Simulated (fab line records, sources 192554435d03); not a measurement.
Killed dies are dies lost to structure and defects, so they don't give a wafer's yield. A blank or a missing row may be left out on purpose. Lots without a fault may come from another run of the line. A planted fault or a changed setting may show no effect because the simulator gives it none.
Split-lot experiment | flow n5_finfet | 7 lots, 21 wafers read, on a route of 1938 steps

THE SPLIT
At N5_BEOL_M5_ETCH_72 (etches underlayer in N2/H2, target depth 6.5 nm, time 5.2 s), the setting source_w was moved away from the recipe's 840 W on 7 of the 21 wafers read, by -12.1% to +10.9%. The other wafers ran this setting at the recipe's value.

The reading is taken at the split's own step.

THE READING
rf_vpp_V, in V, at N5_BEOL_M5_ETCH_72 (etches underlayer in N2/H2, target depth 6.5 nm, time 5.2 s). Fault-free wafers of this fab line usually give 524.3 V, standard deviation 2.6 V.

wafer  | tool, chamber at the split | source_w as run, W | against the recipe | rf_vpp_V, V | against lot-mates on the recipe
L076.2 | rie_diel-06, 2             | 840                | recipe             | 525.3       | -
L076.3 | rie_diel-06, 1             | 889.4              | +5.9%              | 515.2       | -10.1
L076.4 | rie_diel-06, 0             | 840                | recipe             | 525.4       | -
L078.2 | rie_diel-03, 0             | 840                | recipe             | 524.2       | -
L078.3 | rie_diel-03, 1             | 840                | recipe             | 520.0       | -
L078.5 | rie_diel-03, 3             | 931.4              | +10.9%             | 504.3       | -17.8
L079.2 | rie_diel-05, 0             | 840                | recipe             | 520.3       | -
L079.3 | rie_diel-05, 1             | 927.8              | +10.5%             | 507.9       | -12.4
L079.5 | rie_diel-05, 1             | 927.8              | +10.5%             | 504.7       | -15.6
L080.4 | rie_diel-06, 3             | 738.3              | -12.1%             | 549.5       | no lot-mate on the recipe
L080.5 | rie_diel-06, 3             | 738.3              | -12.1%             | 548.1       | no lot-mate on the recipe
L080.6 | rie_diel-06, 0             | 738.3              | -12.1%             | 546.0       | no lot-mate on the recipe
L093.1 | rie_diel-06, 1             | 840                | recipe             | 525.6       | -
L093.3 | rie_diel-06, 3             | 840                | recipe             | 525.9       | -
L093.6 | rie_diel-06, 2             | 840                | recipe             | 522.5       | -
L094.3 | rie_diel-06, 3             | 840                | recipe             | 525.3       | -
L094.4 | rie_diel-06, 2             | 840                | recipe             | 521.5       | -
L094.5 | rie_diel-06, 3             | 840                | recipe             | 523.6       | -
L095.2 | rie_diel-05, 0             | 840                | recipe             | 520.0       | -
L095.3 | rie_diel-05, 1             | 840                | recipe             | 524.3       | -
L095.4 | rie_diel-05, 2             | 840                | recipe             | 523.0       | -

THE FIT
A straight line over all 21 wafers: rf_vpp_V changes by -1.85 V for each +1% of source_w; r = -0.98; the points scatter about the line by 2.2 V.
The same after taking each lot's own level away (the mean of its wafers on the recipe; 18 wafers): -1.47 V for each +1%; r = -0.96; scatter 1.7 V.
On that fit, the largest move of source_w shifts the reading by 18 V.
The lots' own levels span 520.30 to 525.35 V, that is 1.9 times the standard deviation above.
So the lot-to-lot level changes the slope: the two fits differ.
Check: with one of the wafers moved furthest among these (+10.9%) left out of the fit, the line predicts -15.1 V for it against its lot-mates. It came out at -17.8 V against them.
Tool readings at the split's step, against how far the setting was moved: rf_vpp_V r = -0.98.

OTHER SPLITS ON THESE WAFERS
These wafers also went through other splits before the reading. Each is held against what the fit with the lots' levels taken away leaves over:
other split on the same wafers     | wafers away from the commonest value | r with rf_vpp_V (lot level and that fit taken away)
N5_BEOL_M1_TRENCH_ETCH_37 time_s   | 6                                    | +0.26
N5_BEOL_M3_COAT_76 spin_rpm        | 10                                   | -0.49
N5_BEOL_M3_ETCH_77 h2_flow_sccm    | 8                                    | -0.26
N5_BEOL_M3_TRENCH_ETCH_37 source_w | 8                                    | +0.00
N5_BEOL_M4_DESCUM_33 time_s        | 8                                    | +0.13

THE FILE'S OWN FIT
rf_vpp_V changes by -1.52 V for each +1% of source_w, r = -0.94.
